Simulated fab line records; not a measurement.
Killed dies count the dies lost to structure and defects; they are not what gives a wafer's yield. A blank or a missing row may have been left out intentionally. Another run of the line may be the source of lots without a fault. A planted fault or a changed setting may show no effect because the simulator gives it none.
Chamber matching -- flow n5_finfet -- 3 sister chambers for N5_BEOL_M1_CO_CAP_55 on cvd_co-02
The step material Co, precursor CCTBA/H2, target thk 2 nm, time 102.1 s. 3 wafers are shown with their chamber, then 8 later ones without.

EACH WAFER AND ITS CHAMBER
wafer,chamber,heater_power_outer_w (W)
L082.3,0,110
L087.3,2,160
L089.1,1,138

WAFERS WITHOUT THEIR CHAMBER
wafer,heater_power_outer_w (W)
L089.5,111
L089.6,138
L091.3,111
L091.4,113
L091.6,156
L097.1,113
L097.2,143
L097.3,160

WHICH CHAMBER EACH WENT THROUGH
wafer,from the rows above,in truth
L089.5,0,0
L089.6,1,1
L091.3,0,0
L091.4,0,0
L091.6,2,2
L097.1,0,0
L097.2,1,1
L097.3,2,2
Placed correctly: 8 of 8. From these rows, 0 cannot be placed. Wrongly placed: 0.
How it was worked out, from the rows above alone: a wafer's distance from a chamber is the root of the sum, over the readings, of the square of ((its reading less the chamber's mean) divided by the reading's scatter). If the next closest chamber is less than 2 further off than the closest, the wafer can't be placed; otherwise it belongs to the closest. Each chamber's mean is taken over the wafers shown for it. The scatter (one wafer shown for each chamber): square how far every hidden wafer sits from the nearest shown wafer, average those squares and take the square root.
